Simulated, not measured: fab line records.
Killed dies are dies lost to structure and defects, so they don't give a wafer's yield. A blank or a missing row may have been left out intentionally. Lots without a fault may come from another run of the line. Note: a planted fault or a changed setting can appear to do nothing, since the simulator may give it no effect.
Chamber matching | flow n5-finfet | N5_BEOL_M0_SAQP_ETCH_49 on rie-diel-02 has 4 sister chambers
The step etches SiO2 in CF4/O2, target depth 37 nm. 18 wafers are shown with their chamber, then 9 later ones without.

## WAFERS WITH THEIR CHAMBER
wafer  | chamber | showerhead-plenum-p-Torr (Torr) | throttle-valve-pct (%) | oes-product-au (a.u.)
L075.2 | 0       | 2.26                            | 16.17                  | 0.68
L075.3 | 2       | 2.16                            | 15.78                  | 0.88
L075.4 | 3       | 2.12                            | 15.80                  | 0.75
L076.1 | 0       | 2.26                            | 16.16                  | 0.69
L076.2 | 1       | 2.12                            | 15.99                  | 0.77
L076.4 | 2       | 2.16                            | 15.77                  | 0.89
L077.1 | 3       | 2.12                            | 15.80                  | 0.75
L077.2 | 0       | 2.26                            | 16.16                  | 0.69
L077.5 | 1       | 2.11                            | 16.02                  | 0.76
L079.3 | 2       | 2.15                            | 15.80                  | 0.87
L079.5 | 1       | 2.11                            | 16.01                  | 0.75
L079.6 | 0       | 2.26                            | 16.18                  | 0.68
L083.1 | 1       | 2.11                            | 16.04                  | 0.75
L083.4 | 3       | 2.11                            | 15.83                  | 0.72
L083.6 | 1       | 2.11                            | 16.04                  | 0.74
L086.1 | 1       | 2.11                            | 16.04                  | 0.75
L086.4 | 2       | 2.15                            | 15.84                  | 0.85
L086.6 | 3       | 2.11                            | 15.85                  | 0.73

SIGNATURES, as means of the wafers listed above
reading                  | chamber 0 | chamber 1 | chamber 2 | chamber 3 | scatter within a chamber
showerhead-plenum-p-Torr | 2.2600    | 2.1117    | 2.1550    | 2.1150    | 0.0045
throttle-valve-pct       | 16.1675   | 16.0233   | 15.7975   | 15.8200   | 0.0225
oes-product-au           | 0.6850    | 0.7533    | 0.8725    | 0.7375    | 0.0125
Rule: for each reading, subtract the chamber's mean from the wafer's reading, divide by that reading's scatter and square the result; add these up over the readings and take the root, which gives the wafer's distance from the chamber. The wafer belongs to the nearest chamber; if the next one is less than 2 further off, it can't be placed. The scatter: the root of (the sum of the squares of (reading less its chamber's mean) over the shown wafers, divided by (wafers less chambers)).

## WAFERS WITHOUT THEIR CHAMBER
wafer  | showerhead-plenum-p-Torr (Torr) | throttle-valve-pct (%) | oes-product-au (a.u.)
L090.1 | 2.14                            | 15.85                  | 0.84
L090.4 | 2.11                            | 16.06                  | 0.73
L090.5 | 2.14                            | 15.84                  | 0.84
L091.1 | 2.10                            | 16.07                  | 0.74
L091.4 | 2.11                            | 15.86                  | 0.72
L091.6 | 2.14                            | 15.84                  | 0.84
L093.1 | 2.14                            | 15.86                  | 0.84
L093.3 | 2.25                            | 15.73                  | 0.95
L093.5 | 2.25                            | 15.72                  | 0.96

## THE CHAMBER EACH PASSED THROUGH
wafer  | from the rows above | in truth
L090.1 | 2                   | 2
L090.4 | 1                   | 1
L090.5 | 2                   | 2
L091.1 | 1                   | 1
L091.4 | 3                   | 3
L091.6 | 2                   | 2
L093.1 | 2                   | 2
L093.3 | 2                   | 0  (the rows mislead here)
L093.5 | 2                   | 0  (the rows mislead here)
Correctly placed: 7 of 9. From these rows, 0 cannot be placed. Wrongly placed: 2.
